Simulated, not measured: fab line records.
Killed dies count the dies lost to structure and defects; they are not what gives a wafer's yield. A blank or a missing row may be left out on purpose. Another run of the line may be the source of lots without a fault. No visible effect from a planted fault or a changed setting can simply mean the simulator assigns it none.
fab line records -- flow n5-finfet
record: lots: 4, wafers: 12, last-day: 17
route steps=1938 shown HKMG_FIN@436 GATE_CUT@465 BEOL_M4@1111 PASSIVATION@1936
lots with no fault: from the same line, run without faults
start-h: the number of hours between the record's first day and the start of the first shown wafer of the lot -- wait-h: hours from the lot's prior step to this one -- " repeats the value in the row above -- L1.1+2: a row that stands for several wafers -- - either no value or no given start -- * or withheld: withheld -- < > ~ a bound
route shown NAME@n: names a module that has steps shown in the file, with the first one's number in the route -- usual: mean and standard deviation over wafers with no fault -- same: alike in all rows -- chamber/n: place in a boat -- sites: each site's reading -- _std_site: the standard deviation of these -- _edge_site: mean of outer sites minus mean of inner sites -- radius-mm: how far each site lies from the wafer's centre -- mask NAME#n: copy n -- behind: the tool/chamber that last shaped the wafer -- hold: the reason the lot was held/the length of the hold in hours/how it ended -- device: transistor that didn't switch, given as n, p or np -- end of line: tests run on the same wafers once the route is complete -- a step without rows: its recipe alone -- killed: the dies lost at the first sort to structure and to defects; this is not the yield of the wafer -- map: shows each die of a wafer: x if killed, . if not, _ if none is there
set.NAME: the run value of the setting; set.NAME@STEP: its run value at that earlier step -- model.NAME: the simulator's own value behind a step, which no gauge read
lots at selected steps of the route; one table per step, one row per wafer
services: when a tool's chamber went out of use (start-h, in hours from the record's first day, below 0 if earlier), for how many hours, and the reason
== steps ==
step: N5_HKMG_FIN_STRIP_33
recipe: chemistry: N2/H2, temp-c: 40, n2-flow-sccm: 200, h2-flow-sccm: 200, rf-frequency-hz: 6e+07
step: N5_HKMG_FIN_STRIP_34
recipe: chemistry: CF4, resist: SiARC, power-w: 300, bias-power-w: 75, pressure-mtorr: 50, cf4-flow-sccm: 150, rf-frequency-hz: 6e+07
step: N5_HKMG_FIN_ETCH_35
recipe: chemistry: N2/H2, target: SOC, target-depth-a: 2158, ion-energy-ev: 65, bias-w: 5, source-w: 3000, time-s: 243.4, pressure-mtorr: 30, n2-flow-sccm: 200, h2-flow-sccm: 200
step: N5_HKMG_FIN_STRIP_92
recipe: chemistry: N2/H2, material: SOC, time-s: 20, power-w: 500, temp-c: 40, pressure-mtorr: 50, rf-frequency-hz: 6e+07, bias-power-w: 8, h2-frac: 0.5, n2-flow-sccm: 300, h2-flow-sccm: 300
step: N5_HKMG_FIN_WET_ETCH_18
recipe: chemistry: SC1, target: TiN, mix: 1:1:5, temp-c: *, time-s: 55, target-depth-nm: 5.2, dry: ipa-marangoni, rinse-time-s: 30, rinse-temp-c: 23
step: N5_HKMG_FIN_STRIP_19
recipe: chemistry: N2/H2, power-w: 2500, temp-c: 300, h2-frac: 0.65, time-s: 360, pressure-mtorr: withheld, n2-flow-sccm: 1750, h2-flow-sccm: 3250
step: N5_HKMG_FIN_ALD_91
recipe: material: TiN, target-thk-a: 10, temp-c: 400, ald-precursor-family: TiCl4, ald-co-reactant: NH3, pulse-time-s: 1, purge-time-s: 3, co-reactant-purge-time-s: 2, co-reactant-pulse-time-s: 2, ald-cycles: 47, pressure-torr: 3
step: N5_HKMG_FIN_COAT_85
recipe: resist: SOC, temp-c: 250, time-s: 60, spin-rpm: 1500, resist-thk-nm: 300
step: N5_HKMG_FIN_ETCH_86
recipe: chemistry: N2/H2, target: SOC, target-depth-a: 3932, stop-on: TiN, ion-energy-ev: 100, bias-w: 61, pressure-mtorr: 30, source-w: 850, n2-flow-sccm: 200, h2-flow-sccm: 200
step: N5_HKMG_FIN_STRIP_89
recipe: chemistry: N2/H2, material: SOC, time-s: 20, power-w: 500, temp-c: 40, pressure-mtorr: 50, rf-frequency-hz: 6e+07, bias-power-w: 8, h2-frac: 0.5, n2-flow-sccm: 300, h2-flow-sccm: 300
step: N5_HKMG_FIN_WET_ETCH_87
recipe: chemistry: SC1, target: TiN, mix: 1:2:40, temp-c: 50, time-s: 154.2, target-depth-nm: 4.7, dry: ipa-marangoni, rinse-time-s: 30, rinse-temp-c: 23
step: N5_HKMG_FIN_STRIP_88
recipe: chemistry: N2/H2, power-w: 2500, temp-c: 300, h2-frac: 0.65, time-s: 360, pressure-mtorr: withheld, n2-flow-sccm: 1750, h2-flow-sccm: 3250
step: N5_HKMG_FIN_NWFM_ALD_20
recipe: material: TiAlC, target-thk-a: 20, temp-c: 300, ald-precursor-family: TiCl4, ald-co-reactant: TEA, pulse-time-s: 3, purge-time-s: 2, co-reactant-purge-time-s: 2, co-reactant-pulse-time-s: 10, ald-cycles: 7, pressure-torr: 3
usual: ald-cycles: 7/0, heater-power-w: 473/46, precursor-pulse-height-rel: 1.000/0.02
lot.wafer,tool,chamber,start-h,wait-h,ald-cycles,heater-power-w,precursor-pulse-height-rel,model.TiAlC_of_HKMG_FIN_NWFM_ALD_20.thk-nm
L202.4,ald-metal-03,2,74.96,0.2,7,459,1.034,2
L202.5,ald-metal-03,3,74.96,0.2,7,535,0.983,2
L202.6,ald-metal-03,0,74.96,0.2,7,404,1.022,2
L213.2,ald-metal-03,2,146.74,0.3,7,481,1.005,2
L213.3,ald-metal-03,3,146.74,0.3,4,531,0.996,1.2
L213.5,ald-metal-03,0,146.74,0.3,7,414,0.978,2
L216.3,ald-metal-03,0,163.51,0.1,4,403,1.016,1.2
L216.4,ald-metal-03,2,163.51,0.1,4,462,0.999,1.2
L216.5,ald-metal-03,0,163.51,0.1,7,396,0.975,2
L222.2,ald-metal-02,3,196.46,0.3,7,433,1.050,2
L222.3,ald-metal-02,1,196.46,0.3,7,479,1.032,2
L222.5,ald-metal-02,3,196.46,0.3,7,439,1.013,2
step: N5_HKMG_FIN_ALD_71
recipe: material: TiN, target-thk-a: 10, temp-c: 400, ald-precursor-family: TiCl4, ald-co-reactant: NH3, pulse-time-s: 1, purge-time-s: 3, co-reactant-purge-time-s: 2, co-reactant-pulse-time-s: 2, ald-cycles: 47, pressure-torr: 3
step: N5_HKMG_FIN_COAT_66
recipe: resist: SOC, temp-c: 250, time-s: 60, spin-rpm: 1500, resist-thk-nm: 300
step: N5_HKMG_FIN_ETCH_67
recipe: chemistry: N2/H2, target: SOC, target-depth-a: 3889, stop-on: TiN, ion-energy-ev: 100, bias-w: 61, pressure-mtorr: 30, source-w: 850, n2-flow-sccm: 200, h2-flow-sccm: 200
step: N5_HKMG_FIN_STRIP_90
recipe: chemistry: N2/H2, material: SOC, time-s: 20, power-w: 500, temp-c: 40, pressure-mtorr: 50, rf-frequency-hz: 6e+07, bias-power-w: 8, h2-frac: 0.5, n2-flow-sccm: 300, h2-flow-sccm: 300
step: N5_HKMG_FIN_WET_ETCH_73
recipe: chemistry: SC1, mix: 1:2:40, temp-c: 50, time-s: 42.3, target-depth-nm: 1.3, dry: ipa-marangoni, rinse-time-s: 30, rinse-temp-c: 23
step: N5_HKMG_FIN_ETCHBACK_68
recipe: chemistry: Cl2/Ar, stop-on: HfO2, target-depth-a: 5, pressure-mtorr: 10, icp-w: 600, bias-w: 60, Cl2_flow_sccm: 40, Ar_flow_sccm: 60
step: N5_HKMG_FIN_STRIP_69
recipe: chemistry: N2/H2, power-w: 2500, temp-c: 300, h2-frac: 0.65, time-s: 360, pressure-mtorr: withheld, n2-flow-sccm: 1750, h2-flow-sccm: 3250
step: N5_HKMG_FIN_ALD_21
recipe: material: TiN, target-thk-a: 15, temp-c: 400, ald-precursor-family: TiCl4, ald-co-reactant: NH3, pulse-time-s: 1, purge-time-s: 3, co-reactant-purge-time-s: 2, co-reactant-pulse-time-s: 2, ald-cycles: 68, pressure-torr: 3
step: N5_HKMG_FIN_ALD_72
recipe: material: W, target-thk-a: 20, temp-c: 300, pressure-torr: 7.5, ald-precursor-family: WF6, ald-co-reactant: B2H6, pulse-time-s: 1, purge-time-s: 2, co-reactant-purge-time-s: 2, co-reactant-pulse-time-s: 3, ald-cycles: 7
step: N5_HKMG_FIN_W_FILL_22
recipe: material: W, target-thk-a: 600, temp-c: 400, pressure-torr: 39.4, time-s: 18.2
step: N5_HKMG_FIN_PRECLEAN_83
recipe: chemistry: DIW, time-s: 57.5, temp-c: 23
step: N5_HKMG_FIN_SRD_84
recipe: dry-time-s: 32, dry: n2-spin, spin-rpm: 1500
step: N5_HKMG_FIN_CMP_23
recipe: stop-on: SiNx, t-overpolish-s: 10, post-cmp-clean: rinse-only, down-force-psi: 4, platen-rpm: 50.289, pad-velocity-m-s: 1.0006, target-thk-nm: 46.326
step: N5_HKMG_FIN_CMP_94
recipe: stop-on: SiNx, post-cmp-clean: w-dilute-nh4oh, t-overpolish-s: 4.7, down-force-psi: 4, platen-rpm: 50.289, pad-velocity-m-s: 1.0006, target-thk-nm: 43.299
step: N5_GATE_CUT_ETCHBACK_00
recipe: chemistry: SF6/Cl2, target: W, pressure-mtorr: 8, icp-w: 900, bias-w: 80, SF6_flow_sccm: 40, Cl2_flow_sccm: 60
step: N5_GATE_CUT_ETCH_56
recipe: chemistry: Cl2/Ar, target: TiN, target-depth-a: 216, pressure-mtorr: 10, icp-w: 600, bias-w: 60, Cl2_flow_sccm: 40, Ar_flow_sccm: 60
step: N5_GATE_CUT_ETCHBACK_30
recipe: chemistry: Cl2/Ar, target: TiN, target-depth-a: 30, mode: isotropic, pressure-mtorr: 10, icp-w: 600, bias-w: 60, Cl2_flow_sccm: 40, Ar_flow_sccm: 60
step: N5_GATE_CUT_VAPOR_ETCH_60
recipe: chemistry: BCl3/Cl2, target: HfO2, mode: isotropic
step: N5_GATE_CUT_ETCH_58
recipe: chemistry: CH3F/O2, target: SiNx, target-depth-a: 170, time-s: 128.6, ion-energy-ev: 50, pressure-mtorr: 30, source-w: 415, bias-w: 21, Ar_flow_sccm: 150, CH3F_flow_sccm: 30, O2_flow_sccm: 20
step: N5_GATE_CUT_STRIP_59
recipe: chemistry: N2/H2, time-s: 20, power-w: 100, temp-c: 40, pressure-mtorr: 100, rf-frequency-hz: 6e+07, bias-power-w: 3, n2-flow-sccm: 300, h2-flow-sccm: 300
step: N5_GATE_CUT_PRECLEAN_31
recipe: temp-c: 23, chemistry: DIW, time-s: 300
step: N5_GATE_CUT_SRD_32
recipe: time-s: 30, temp-c: 23, rinse-liquid: diw, dry: ipa-marangoni
step: N5_GATE_CUT_SAC_CAP_01
recipe: material: SiNx, target-thk-a: 240, temp-c: 400, ald-precursor-family: SiH2I2, ald-co-reactant: N2/H2-plasma, pulse-time-s: 1, ald-cycles: 480, purge-time-s: 2, co-reactant-purge-time-s: 2, pressure-torr: 2
step: N5_GATE_CUT_PECVD_57
recipe: material: SiNx, target-thk-a: 210, temp-c: 400, precursor: SiH4/NH3/N2, pressure-torr: 1.5, rf-w: 300
step: N5_GATE_CUT_CMP_02
recipe: stop-on: SiO2, t-overpolish-s: 12.7, post-cmp-clean: alkaline-brush, down-force-psi: 2.5, platen-rpm: 51.8, pad-velocity-m-s: 1.0307, target-thk-nm: 0
step: N5_GATE_CUT_HM_DEP_46
recipe: material: SiO2, target-thk-a: 1300, temp-c: 400, precursor: TEOS/O2, pressure-torr: 6.5, rf-w: 900, teos-flow-sccm: 161.4, gas: O2, flow-sccm: 2650, time-s: 26.6
step: N5_BEOL_M4_RC_MEAS_101
usual: DIBL_N: 36.3/1.6, DIBL_P: 36.5/1.6, IOFF_N: 0.163/0.026, IOFF_N_85C: 3.2/0.42, IOFF_N_LIN: 0.075/0.0098, IOFF_N_LONG: 5.56e-05/2.1e-06, IOFF_P: 0.22/0.033, IOFF_P_85C: 3.7/0.48, IOFF_P_LIN: 0.102/0.013, IOFF_P_LONG: 0.000106/8.4e-06, ION_N: 676/9.9, ION_P: 464/6.5, SS_N: 71.5/0.5, SS_P: 73.3/0.64, VT_N: 249.3/2.9, VT_N_LONG: 274.8/1.6, VT_N_LVT: 98.2/2.8, VT_P: -250/3.2, VT_P_LONG: -275.0/3, VT_P_LVT: -98.5/3
lot.wafer,tool,chamber,start-h,wait-h,DIBL_N[mV/V],DIBL_P[mV/V],IOFF_N[nA/um],IOFF_N_85C[nA/um],IOFF_N_LIN[nA/um],IOFF_N_LONG[nA/um],IOFF_P[nA/um],IOFF_P_85C[nA/um],IOFF_P_LIN[nA/um],IOFF_P_LONG[nA/um],ION_N[uA/um],ION_P[uA/um],SS_N[mV/dec],SS_P[mV/dec],VT_N[mV],VT_N_LONG[mV],VT_N_LVT[mV],VT_P[mV],VT_P_LONG[mV],VT_P_LVT[mV]
L202.4,prober-02,0,178.81,0.5,34.6,35.4,0.146,2.8,0.068,5.39e-05,0.17,3.1,0.085,9.5e-05,662,454,72.0,73.3,251.9,275.5,97.6,-253,-277.4,-102.3
L202.5,prober-02,0,178.81,0.5,35.1,36.8,0.163,3.1,0.077,5.38e-05,0.19,3.4,0.093,9.1e-05,685,469,71.6,73.5,250.4,272.6,96.3,-252,-277.6,-99.5
L202.6,prober-02,0,178.81,0.5,37.1,38.0,0.192,3.5,0.085,5.31e-05,0.22,3.7,0.101,9.1e-05,679,463,72.2,73.5,249.4,275.8,94.6,-252,-276.3,-98.4
L213.2,prober-01,0,257.92,0.2,35.9,36.6,0.155,3.0,0.072,5.7e-05,0.22,3.8,0.105,0.000112,668,465,71.4,73.5,249.2,274.4,98.8,-248,-272.9,-96.4
L213.3,prober-01,0,257.92,0.2,36.9,37.0,0.010,0.3,0.004,2.37e-05,0.52,7.7,0.239,0.000228,491,494,71.7,73.5,329.6,353.1,180.3,-223,-246.7,-73.8
L213.5,prober-01,0,257.92,0.2,35.1,35.6,0.145,2.8,0.069,5.72e-05,0.22,3.7,0.103,0.000115,666,462,71.0,73.2,254.2,275.0,99.6,-248,-275.3,-94.9
L216.3,prober-02,0,271.06,0.3,38.8,38.6,0.012,0.4,0.005,2.26e-05,0.56,8.3,0.242,0.000213,508,499,72.2,73.3,328.2,355.4,176.5,-226,-250.8,-74.8
L216.4,prober-02,0,271.06,0.3,36.6,36.2,0.010,0.3,0.004,2.23e-05,0.48,7.2,0.216,0.000207,496,490,72.2,73.1,329.4,352.9,178.0,-229,-252.0,-76.9
L216.5,prober-02,0,271.06,0.3,37.1,36.6,0.181,3.5,0.084,5.66e-05,0.21,3.6,0.097,0.000104,685,461,71.1,73.8,247.4,273.3,95.9,-251,-275.0,-99.9
L222.2,prober-01,0,304.34,0.2,36.2,39.3,0.170,3.3,0.078,5.67e-05,0.23,3.9,0.107,0.000108,669,460,71.8,74.0,246.4,275.1,98.9,-248,-272.0,-97.5
L222.3,prober-01,0,304.34,0.2,35.7,38.4,0.167,3.2,0.076,5.86e-05,0.22,3.7,0.104,0.00011,679,460,71.3,73.0,249.9,273.3,99.1,-248,-273.7,-97.9
L222.5,prober-01,0,304.34,0.2,35.8,38.8,0.165,3.2,0.076,5.7e-05,0.22,3.7,0.102,0.00011,681,468,71.3,74.3,249.0,273.5,98.7,-250,-273.5,-98.0
step: N5_PASSIVATION_PROBE_49
usual: defect-limited-yield: 91.2/1.5, killed_at_M0_to_M3: 32/9.6, killed_at_M4_up: 13/5.3, killed-at-contacts: 13/6.7, killed-at-front-end: 42/11, killed-at-other: 3.8/2.9, killed-dies: 103/17, killed-open: 67/13, killed-short: 35/7.9, sort_bin_4_leakage: 0/0, sort_bin_5_function: 5.2/0.94, sort_bin_6_memory: 3.3/0.64, sort_bin_8_speed: 0/0, sort-n-pass: 1077/17, sort-yield-pct: 91.2/1.5
same: gross-dies: 1180, killed-at-back-side: 0
lot.wafer,tool,chamber,start-h,wait-h,defect-limited-yield[%],killed_at_M0_to_M3,killed_at_M4_up,killed-at-contacts,killed-at-front-end,killed-at-other,killed-dies,killed-open,killed-short,sort_bin_4_leakage[%],sort_bin_5_function[%],sort_bin_6_memory[%],sort_bin_8_speed[%],sort-n-pass,sort-yield-pct[%]
L202.4,prober-01,-,291.98,0.2,90.8,30,16,9,52,2,109,68,40,0,4.9,4.1,0,1071,90.8
L202.5,prober-01,-,292.03,0.2,90.7,31,17,8,53,1,110,72,37,0,5.4,3.7,0,1070,90.7
L202.6,prober-01,-,292.08,0.3,92.3,36,8,2,41,4,91,60,29,0,4.7,2.8,0,1089,92.3
L213.2,prober-01,-,367.08,0.1,92.0,39,6,10,34,5,94,56,38,0,4.7,2.7,0,1086,92.0
L213.3,prober-01,-,367.13,0.1,91.8,27,11,9,43,7,97,63,31,6.53,5.0,3.1,85.25,0,0
L213.5,prober-01,-,367.23,0.2,92.4,18,7,10,46,9,90,61,27,0,4.9,2.5,0,1090,92.4
L216.3,prober-01,-,378.47,0.1,91.4,22,8,4,58,9,101,63,38,17.63,5.5,2.5,73.81,0,0
L216.4,prober-01,-,378.52,0.2,91.3,30,12,5,51,5,103,77,26,4.15,5.8,2.8,87.12,0,0
L216.5,prober-01,-,378.57,0.2,90.0,40,17,9,41,11,118,83,35,0,5.8,3.9,0,1062,90.0
L222.2,prober-01,-,414.99,0.1,90.2,55,9,16,32,4,116,78,37,0,4.8,4.2,0,1064,90.2
L222.3,prober-01,-,415.04,0.1,91.7,31,15,10,40,2,98,63,32,0,4.7,3.3,0,1082,91.7
L222.5,prober-01,-,415.14,0.2,91.2,44,14,13,30,3,104,65,37,0,5.2,3.2,0,1076,91.2
killed by level:class
L202.4 FIN_SAQP:geometric-particle:open=13 FIN_SAQP:geometric-particle:short=13 BEOL_M3:geometric-particle:open=9 STI_FIN_REVEAL:geometric-particle:open=8 BEOL_M0_SAQP:geometric-particle:open=7 DUMMY_GATE:geometric-particle:open=6 MOL_CONTACT_COAG:geometric-particle:open=5 BEOL_M0_SAQP:geometric-particle:short=5
L202.5 FIN_SAQP:geometric-particle:open=16 FIN_SAQP:geometric-particle:short=13 BEOL_M0_SAQP:geometric-particle:open=11 DUMMY_GATE:geometric-particle:open=7 MOL_CONTACT_COAG:geometric-particle:open=7 BEOL_M3:geometric-particle:open=7 BEOL_M4:geometric-particle:open=5 GATE_CUT:geometric-particle:short=4
L202.6 BEOL_M3:geometric-particle:open=13 BEOL_M2:geometric-particle:open=10 FIN_SAQP:geometric-particle:short=7 FIN_SAQP:geometric-particle:open=6 STI_FIN_REVEAL:geometric-particle:open=5 DUMMY_GATE:geometric-particle:open=5 BEOL_M0_SAQP:geometric-particle:open=5 BEOL_M0_SAQP:geometric-particle:short=5
L213.2 BEOL_M3:geometric-particle:open=9 STI_FIN_REVEAL:geometric-particle:open=8 MOL_CONTACT_COAG:geometric-particle:open=8 STI_FIN_REVEAL:geometric-particle:short=5 DUMMY_GATE:geometric-particle:open=5 GATE_CUT:geometric-particle:open=5 BEOL_M0:geometric-particle:short=5 BEOL_M2:geometric-particle:open=5
L213.3 DUMMY_GATE:geometric-particle:open=10 BEOL_M3:geometric-particle:open=10 FIN_SAQP:geometric-particle:short=6 FIN_SAQP:geometric-particle:open=5 STI_FIN_REVEAL:geometric-particle:open=5 MOL_CONTACT_COAG:geometric-particle:open=5 DUMMY_GATE:geometric-particle:short=4 GATE_CUT:geometric-particle:short=4
L213.5 STI_FIN_REVEAL:geometric-particle:open=12 DUMMY_GATE:geometric-particle:open=12 BEOL_M3:geometric-particle:open=8 MOL_CONTACT_COAG:geometric-particle:open=7 FIN_SAQP:geometric-particle:short=5 GATE_CUT:geometric-particle:short=5 BEOL_M4:geometric-particle:open=4 MOL_CONTACT_COAG:geometric-particle:short=3
L216.3 FIN_SAQP:geometric-particle:open=13 STI_FIN_REVEAL:geometric-particle:open=13 GATE_CUT:geometric-particle:open=10 FIN_SAQP:geometric-particle:short=9 BEOL_M1:geometric-particle:open=7 GATE_CUT:geometric-particle:short=4 MOL_CONTACT_COAG:geometric-particle:open=4 BEOL_M3:geometric-particle:open=4
L216.4 FIN_SAQP:geometric-particle:open=27 BEOL_M1:geometric-particle:open=14 STI_FIN_REVEAL:geometric-particle:open=7 FIN_SAQP:geometric-particle:short=4 STARTING-WAFER:geometric-particle:short=4 BEOL_M0_SAQP:geometric-particle:open=4 MOL_CONTACT_COAG:geometric-particle:short=3 BEOL_M0_SAQP:geometric-particle:short=3
L216.5 STI_FIN_REVEAL:geometric-particle:open=12 FIN_SAQP:geometric-particle:open=10 BEOL_M2:geometric-particle:open=10 BEOL_M1:geometric-particle:open=9 MOL_CONTACT_COAG:geometric-particle:open=6 BEOL_M3:geometric-particle:open=6 PAD_METAL:geometric-particle:open=5 DUMMY_GATE:geometric-particle:open=5
L222.2 BEOL_M1:geometric-particle:open=18 MOL_CONTACT_COAG:geometric-particle:open=15 BEOL_M2:geometric-particle:open=13 BEOL_M0_SAQP:geometric-particle:short=8 FIN_SAQP:geometric-particle:short=6 BEOL_M3:geometric-particle:open=6 FIN_SAQP:geometric-particle:open=5 STARTING-WAFER:geometric-particle:short=5
L222.3 STI_FIN_REVEAL:geometric-particle:open=10 MOL_CONTACT_COAG:geometric-particle:open=9 BEOL_M1:geometric-particle:open=9 BEOL_M2:geometric-particle:open=7 FIN_SAQP:geometric-particle:short=6 GATE_CUT:geometric-particle:short=6 STI_FIN_REVEAL:geometric-particle:short=4 BEOL_M0_SAQP:geometric-particle:short=4
L222.5 MOL_CONTACT_COAG:geometric-particle:open=11 BEOL_M0_SAQP:geometric-particle:open=10 BEOL_M1:geometric-particle:open=9 BEOL_M3:geometric-particle:open=7 BEOL_M0:geometric-particle:short=6 BEOL_M0_SAQP:geometric-particle:short=5 STARTING-WAFER:geometric-particle:short=5 FIN_SAQP:geometric-particle:open=4
map L213.3 (x killed, . not)
_________________..x.........________________
______________.x.xx...x...x.x..._____________
___________..........x..........xx.__________
__________.........x.......x........_________
________.xx.............x..x.........._______
_______......x........x........x.......______
______.................................._____
_____x.............x.....x..x..........x.____
____.............x.......................x___
___......x.................x....x..........__
___...x.....x...x..................x......x__
__......x.......x.x..x......x.x.x.x........._
__.......................x...........x.x...._
_...........................................x
_.............x...................x.........x
_........x..x.x...............x....x.........
_...........................x...........x....
_x.x...............xx........................
_...x..............x...........x.......x.....
_...................x.................x.....x
_x.........x.xx..............................
__......x.........x....x...................._
__..........x..x.x..xx......................_
___.............................x..........__
___...............x.x.x........x..........x__
____x.....................................___
_____.......x..x......................x.x____
______.x............x..................._____
_______......................x.x.......______
________.....x........................_______
__________.........................._________
___________..........x.............__________
______________.................._____________
_________________........x...________________
map L216.5 (x killed, . not)
_________________..x.x.......________________
______________....x.....x......._____________
___________............x...........__________
__________................xx........_________
________x...x............x............_______
_______.......x........................______
______...........................x..x..._____
_____.......x..x........x....x...........____
____.........xx..x.................x...x.x___
___....x.x................x................__
___........x.......x..........x............__
__....x....x.x....x.......x......x.........._
__..........x......x.....x..............xx.._
_.....x.........................x...........x
_...x....x...................................
_........x..x......xxxx..........x....x......
_.....x......x.......xx.x....x.........x.....
_..............x..x.....x...............x....
_...................x.xx........x.....x..x..x
_.............xxx.......x........x...........
_..................x.......x.................
__x......x.................x.......xx..xx..._
__.....x.......x.x....x...x......x.........._
___....................x...x.x....x........__
___........x...............x...............__
____....x.......x...........x...x.x.x.....___
_____...x...................x............____
______....x....x......x............x...._____
_______......x.........x...............______
________........x..........x.........._______
__________........x................._________
___________.........x..............__________
______________..........x......._____________
_________________.......x..x.________________
== services ==
tool,chamber,start-h,hours,kind
ald-metal-03,-,129.91,14.6,pm
ald-metal-03,-,158.20,0.9,repair
ald-metal-02,1,167.20,16.6,repair
== key ==
first-sign: step: N5_HKMG_FIN_NWFM_ALD_20, reading: ald-cycles, direction: down, sigmas: 99+, usual: *, struck: *
effect: step: N5_BEOL_M4_RC_MEAS_101, reading: VT_N_LONG, direction: up, sigmas: 49, usual: 274.8, struck: 353.8
effect: step: N5_BEOL_M4_RC_MEAS_101, reading: VT_N_LVT, direction: up, sigmas: 29, usual: 98.2, struck: 178.3
effect: step: N5_BEOL_M4_RC_MEAS_101, reading: VT_N, direction: up, sigmas: 27, usual: 249.3, struck: 329.0
effect: step: N5_BEOL_M4_RC_MEAS_101, reading: ION_N, direction: down, sigmas: 18, usual: 676, struck: 498
effect: step: N5_BEOL_M4_RC_MEAS_101, reading: IOFF_N_LONG, direction: down, sigmas: 15, usual: 5.56e-05, struck: 2.29e-05
effect: step: N5_BEOL_M4_RC_MEAS_101, reading: IOFF_P_LONG, direction: up, sigmas: 13, usual: 0.000106, struck: 0.000216
effect: step: N5_BEOL_M4_RC_MEAS_101, reading: IOFF_P_LIN, direction: up, sigmas: 9.9, usual: 0.102, struck: 0.232
effect: step: N5_BEOL_M4_RC_MEAS_101, reading: IOFF_P, direction: up, sigmas: 9.1, usual: 0.22, struck: 0.52
effect: step: N5_BEOL_M4_RC_MEAS_101, reading: VT_P_LONG, direction: up, sigmas: 8.5, usual: -275.0, struck: -249.8
effect: step: N5_BEOL_M4_RC_MEAS_101, reading: IOFF_P_85C, direction: up, sigmas: 8.4, usual: 3.7, struck: 7.8
effect: step: N5_BEOL_M4_RC_MEAS_101, reading: VT_P_LVT, direction: up, sigmas: 7.8, usual: -98.5, struck: -75.2
effect: step: N5_BEOL_M4_RC_MEAS_101, reading: VT_P, direction: up, sigmas: 7.3, usual: -250, struck: -226
effect: step: N5_PASSIVATION_PROBE_49, reading: sort_bin_8_speed, direction: up, sigmas: 99+, usual: 0, struck: 82.06
model-effect: step: N5_HKMG_FIN_NWFM_ALD_20, value: TiAlC_of_HKMG_FIN_NWFM_ALD_20.thk-nm, without: 2, struck: 1.2
met-at N5_HKMG_FIN_NWFM_ALD_20
struck-wafers L213.3,L216.3,L216.4
onset-between 74.96 146.74
fault: kind: process-parameter-drift, tool: ald-metal-03, chamber: -, onset-h: 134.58, steps: N5_HKMG_FIN_NWFM_ALD_20, channel: ald-cycles, offset: *, shape: step, end-h: 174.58, scope: struck-wafers-only, acts-in: *, stated: *
